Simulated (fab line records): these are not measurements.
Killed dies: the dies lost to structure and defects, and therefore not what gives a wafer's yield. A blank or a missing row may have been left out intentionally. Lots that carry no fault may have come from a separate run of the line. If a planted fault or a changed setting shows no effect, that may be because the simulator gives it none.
Chamber matching :: flow n5Finfet :: pecvd-02 running N5_FIN_SAQP_HM_DEP_03: 3 sister chambers
The step deposits SiNx from SiH4/NH3/N2, target thk 38 nm, time 33.6 s. 6 wafers are shown with their chamber, then 10 later ones without.

EACH WAFER AND ITS CHAMBER
wafer: L083.5
chamber: 1
throttleValvePct (%): 43.1
showerheadPlenumPTorr (Torr): 5.25

wafer: L084.2
chamber: 0
throttleValvePct (%): 41.8
showerheadPlenumPTorr (Torr): 5.04

wafer: L084.4
chamber: 2
throttleValvePct (%): 37.6
showerheadPlenumPTorr (Torr): 5.21

wafer: L084.5
chamber: 0
throttleValvePct (%): 41.9
showerheadPlenumPTorr (Torr): 5.05

wafer: L086.2
chamber: 2
throttleValvePct (%): 37.7
showerheadPlenumPTorr (Torr): 5.20

wafer: L086.3
chamber: 1
throttleValvePct (%): 43.3
showerheadPlenumPTorr (Torr): 5.25

WAFERS MISSING THEIR CHAMBER
wafer: L086.4
throttleValvePct (%): 43.3
showerheadPlenumPTorr (Torr): 5.24

wafer: L089.2
throttleValvePct (%): 42.1
showerheadPlenumPTorr (Torr): 5.04

wafer: L089.3
throttleValvePct (%): 37.8
showerheadPlenumPTorr (Torr): 5.20

wafer: L089.5
throttleValvePct (%): 41.8
showerheadPlenumPTorr (Torr): 5.03

wafer: L091.1
throttleValvePct (%): 38.0
showerheadPlenumPTorr (Torr): 5.21

wafer: L091.3
throttleValvePct (%): 43.3
showerheadPlenumPTorr (Torr): 5.25

wafer: L091.6
throttleValvePct (%): 43.4
showerheadPlenumPTorr (Torr): 5.25

wafer: L097.1
throttleValvePct (%): 41.7
showerheadPlenumPTorr (Torr): 5.04

wafer: L097.2
throttleValvePct (%): 43.3
showerheadPlenumPTorr (Torr): 5.26

wafer: L097.5
throttleValvePct (%): 43.6
showerheadPlenumPTorr (Torr): 5.25

EACH ONE'S CHAMBER
wafer: L086.4
from the rows above: 1
in truth: 1

wafer: L089.2
from the rows above: 0
in truth: 0

wafer: L089.3
from the rows above: 2
in truth: 2

wafer: L089.5
from the rows above: 0
in truth: 0

wafer: L091.1
from the rows above: 2
in truth: 2

wafer: L091.3
from the rows above: 1
in truth: 1

wafer: L091.6
from the rows above: 1
in truth: 1

wafer: L097.1
from the rows above: 0
in truth: 0

wafer: L097.2
from the rows above: 1
in truth: 1

wafer: L097.5
from the rows above: 1
in truth: 1
Placed correctly: 10 of 10. Can't be placed from these rows: 0. Wrongly placed: 0.
How it was worked out, from the rows above alone: a wafer's distance from a chamber is the root of the sum, over the readings, of the square of ((its reading less the chamber's mean) divided by the reading's scatter). If the next closest chamber is less than 2 further off than the closest, the wafer can't be placed; otherwise it belongs to the closest. A chamber's mean is the mean of its shown wafers. How the scatter is found: for the shown wafers, subtract from each reading the mean of its chamber, square and add these, divide the total by (wafers less chambers), then take the root.
